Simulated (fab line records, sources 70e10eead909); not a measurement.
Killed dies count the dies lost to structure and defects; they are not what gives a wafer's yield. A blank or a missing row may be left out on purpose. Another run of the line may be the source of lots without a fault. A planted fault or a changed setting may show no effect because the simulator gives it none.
Matching of chambers	flow nand-harc	4 sister chambers for NHARC_A_M1_CMP_23 on cmp-03
The step polishes, t overpolish 20 s, target thk 154.34 nm. 8 wafers are shown with their chamber, then 6 later ones without.

WAFERS PAIRED WITH THEIR CHAMBERS
wafer	chamber	motor-current-A (A)	time-to-endpoint-s (s)
L344.4	1	13.6	33
L344.5	1	13.3	33
L347.2	2	14.1	31
L350.1	3	10.8	33
L350.2	2	14.4	32
L350.3	0	12.0	28
L349.2	3	11.4	31
L349.3	0	12.8	26

WAFERS MISSING THEIR CHAMBER
wafer	motor-current-A (A)	time-to-endpoint-s (s)
L349.5	11.4	26
L352.2	14.2	32
L352.4	10.8	31
L352.6	13.8	29
L355.4	13.8	17
L355.5	14.1	33

THE CHAMBER EACH PASSED THROUGH
wafer	from the rows above	in truth
L349.5	0	0
L352.2	can't be placed: 2 or 1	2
L352.4	3	3
L352.6	can't be placed: 2 or 1 or 0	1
L355.4	0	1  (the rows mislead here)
L355.5	can't be placed: 2 or 1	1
2 of 6 placed correctly. Cannot be placed on the basis of these rows: 3; the candidates contain the true chamber in 3. Number placed wrongly: 1.
How it was worked out, from the rows above alone: a wafer's distance from a chamber is the root of the sum, over the readings, of the square of ((its reading less the chamber's mean) divided by the reading's scatter). The wafer belongs to the nearest chamber; if the next one is less than 2 further off, it can't be placed. A chamber's mean is the mean of its shown wafers. The scatter: take each reading less its chamber's mean, square it, sum over the shown wafers, divide by the number of wafers less the number of chambers, and take the root.
